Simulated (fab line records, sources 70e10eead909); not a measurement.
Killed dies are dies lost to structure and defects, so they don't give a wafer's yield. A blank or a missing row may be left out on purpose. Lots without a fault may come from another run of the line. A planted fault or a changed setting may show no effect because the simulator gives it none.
A struck lot beside a sound one | flow nand_harc | 15 steps out of a route of 1302
Sound: wafers L232.2, L232.4, L232.5. Struck: wafers L240.2, L240.6. (L240.5 of the same lot was not struck and is left out.) The cause comes at the end.
At each step with rows: each side's tool, then ch and its chambers, then its first start. Under that, the readings that differ: sound wafers | struck wafers | difference of the means | sigmas: that difference in standard deviations of wafers without a fault.
alike: readings whose means differ by less than 2 such deviations, and words and numbers that are the same on both sides. not compared: withheld readings, readings that some wafer has no value for, bounds like >300 that may hide the same value, and numbers for which the record gives no deviation and whose values overlap.
The two part at a step that has a row with sigmas, a row that says differs or no value, or rows on one side only. Numbers that don't overlap but have no deviation are shown without sigmas and don't part them. A reading that every wafer of one side lacks parts them only if that side has two wafers or more.

first, 1 step without rows for these wafers: NHARC_A_ONON_D1_DEP_12 (target thk 1000 nm).
NHARC_A_ONON_D1_THK_MEAS_14: measures by ellipsometry.
  sound on film_metro-02, day 9 10:06; struck on film_metro-02, day 12 16:14
  alike: thk_nm
then, 2 steps without rows for these wafers: NHARC_A_ONON_D1_ANNEAL_15 (time 3600 s); NHARC_A_ONON_D1_DEP_16 (target thk 1000 nm).
NHARC_A_ONON_D1_THK_MEAS_18: measures by ellipsometry.
  sound on film_metro-01, day 9 18:58; struck on film_metro-01, day 12 23:49
  alike: thk_nm
then, 1 step without rows for these wafers: NHARC_A_ONON_D1_DEP_19 (target thk 1000 nm).
NHARC_A_ONON_D1_THK_MEAS_21: measures by ellipsometry.
  sound on film_metro-01, day 9 19:31; struck on film_metro-01, day 13 00:23
  reading     | sound       | struck    | difference | sigmas
  thk_nm (nm) | 978 981 979 | 1018 1018 | +39        | +3
then, 1 step without rows for these wafers: NHARC_A_ONON_D1_DEP_22 (target thk 1000 nm).
NHARC_A_ONON_D1_THK_MEAS_24: measures by ellipsometry.
  sound on film_metro-01, day 9 20:06; struck on film_metro-02, day 13 00:57
  alike: thk_nm
then, 1 step without rows for these wafers: NHARC_A_ONON_D1_DEP_25 (target thk 1000 nm).
NHARC_A_ONON_D1_THK_MEAS_27: measures by ellipsometry.
  sound on film_metro-01, day 9 20:40; struck on film_metro-01, day 13 01:31
  alike: thk_nm
NHARC_A_ONON_D1_DEP_28: target thk 1000 nm.
  sound on pecvd_onon-03 ch 0, day 9 20:47; struck on pecvd_onon-02 ch 0, day 13 01:38
  reading              | sound             | struck      | difference | sigmas
  nh3_flow_sccm (sccm) | 497.9 498.1 497.5 | 503.6 503.8 | +5.9       | +3
NHARC_A_ONON_D1_THK_MEAS_30: measures by ellipsometry.
  sound on film_metro-01, day 9 21:16; struck on film_metro-01, day 13 02:15
  reading     | sound          | struck  | difference | sigmas
  thk_nm (nm) | 1007 1010 1010 | 574 573 | -436       | -44
  not compared: hold
NHARC_A_ONON_D1_DEP_33: deposits SiO2, target thk 200 nm.
  sound on pecvd-04 ch 1,2, day 9 21:22; struck on pecvd-03 ch 1,2, day 13 07:52
  reading | sound | struck                                            | difference                   | sigmas
  hold    | - - - | await_dispo/5.5h/release await_dispo/5.5h/release | no value on the sound wafers |
  alike: flow_sccm, heater_power_w, throttle_valve_pct
-- the record jumps here: 16 days lie between the struck wafers' starts before and after (it left off in module A_ONON_D1 and takes up again in module END, whose first step shown is number 1302 of the route) --
NHARC_END_SORT_01:
  sound on prober-02 ch 0, day 25 18:22; struck on prober-02 ch 0, day 29 04:32
  reading         | sound      | struck                                            | difference                   | sigmas
  hold            | - - -      | await_dispo/9.2h/release await_dispo/9.2h/release | no value on the sound wafers |
  killed_at_array | 102 75 99  | 671 673                                           | +580                         | +34
  killed_dies     | 104 80 106 | 677 677                                           | +580                         | +34
  alike: killed_at_other, killed_at_periphery, killed_open, killed_short

WHERE THEY PART
First at NHARC_A_ONON_D1_THK_MEAS_21; last, within this record, at NHARC_END_SORT_01.

WHY: what the simulator had put in
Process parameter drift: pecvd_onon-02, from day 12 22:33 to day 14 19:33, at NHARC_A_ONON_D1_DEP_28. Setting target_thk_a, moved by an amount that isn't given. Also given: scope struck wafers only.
